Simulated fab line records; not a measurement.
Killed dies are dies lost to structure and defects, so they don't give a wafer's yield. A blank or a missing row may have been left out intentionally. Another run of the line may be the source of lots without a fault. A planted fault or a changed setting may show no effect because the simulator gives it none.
Matching of chambers | flow n5Finfet | N5_SDB_HM_OPEN_20 on rieDiel-03: 4 sister chambers
The step chemistry CH3F/O2, target SiNx, stops on poly-Si, target depth 24 nm. 20 wafers are shown with their chamber, then 10 later ones without.

WAFERS PAIRED WITH THEIR CHAMBERS
wafer  | chamber | drypumpMotorCurrentA (A) | showerheadPlenumPTorr (Torr) | throttleValvePct (%)
L074.1 | 0       | 5.6                      | 1.91                         | 16.31
L074.3 | 3       | 6.5                      | 2.06                         | 16.24
L074.6 | 2       | 5.3                      | 1.94                         | 15.98
L076.1 | 3       | 6.5                      | 2.06                         | 16.25
L076.4 | 0       | 5.6                      | 1.91                         | 16.32
L076.5 | 2       | 5.3                      | 1.94                         | 16.00
L077.1 | 1       | 5.2                      | 2.06                         | 16.38
L077.4 | 0       | 5.6                      | 1.91                         | 16.33
L077.5 | 0       | 5.6                      | 1.91                         | 16.33
L078.1 | 2       | 5.3                      | 1.94                         | 16.00
L078.3 | 0       | 5.7                      | 1.91                         | 16.34
L078.4 | 2       | 5.3                      | 1.94                         | 16.00
L080.1 | 2       | 5.3                      | 1.94                         | 16.02
L080.4 | 0       | 5.6                      | 1.91                         | 16.35
L080.6 | 1       | 5.2                      | 2.06                         | 16.39
L085.2 | 1       | 5.2                      | 2.06                         | 16.40
L085.3 | 0       | 5.7                      | 1.90                         | 16.35
L085.4 | 2       | 5.3                      | 1.94                         | 16.03
L089.2 | 0       | 5.6                      | 1.90                         | 16.38
L089.3 | 2       | 5.3                      | 1.93                         | 16.05

SIGNATURES, as means of the wafers listed above
reading               | chamber 0 | chamber 1 | chamber 2 | chamber 3 | scatter within a chamber
drypumpMotorCurrentA  | 5.625     | 5.200     | 5.300     | 6.500     | 0.0306
showerheadPlenumPTorr | 1.9075    | 2.0600    | 1.9386    | 2.0600    | 0.00384
throttleValvePct      | 16.3388   | 16.3900   | 16.0114   | 16.2450   | 0.0207
Rule: a wafer lies at a distance from a chamber equal to the root of the sum of squares, over the readings, of (its reading less the chamber's mean, divided by the reading's scatter). If the next closest chamber is less than 2 further off than the closest, the wafer can't be placed; otherwise it belongs to the closest. How the scatter is found: for the shown wafers, subtract from each reading the mean of its chamber, square and add these, divide the total by (wafers less chambers), then take the root.

WAFERS WHOSE CHAMBER IS MISSING
wafer  | drypumpMotorCurrentA (A) | showerheadPlenumPTorr (Torr) | throttleValvePct (%)
L089.6 | 5.6                      | 1.90                         | 16.38
L091.1 | 6.5                      | 2.05                         | 16.31
L091.2 | 5.2                      | 2.05                         | 16.41
L091.6 | 5.2                      | 2.06                         | 16.40
L092.1 | 5.3                      | 1.93                         | 16.04
L092.2 | 5.2                      | 2.05                         | 16.40
L092.6 | 5.3                      | 1.93                         | 16.05
L095.2 | 6.5                      | 2.05                         | 16.31
L095.5 | 5.3                      | 1.93                         | 16.06
L095.6 | 5.6                      | 1.90                         | 16.38

CHAMBER TAKEN BY EACH
wafer  | from the rows above | in truth
L089.6 | 0                   | 0
L091.1 | 3                   | 3
L091.2 | 1                   | 1
L091.6 | 1                   | 1
L092.1 | 2                   | 2
L092.2 | 1                   | 1
L092.6 | 2                   | 2
L095.2 | 3                   | 3
L095.5 | 2                   | 2
L095.6 | 0                   | 0
Placed correctly: 10 of 10. Can't be placed from these rows: 0. 0 placed wrongly.
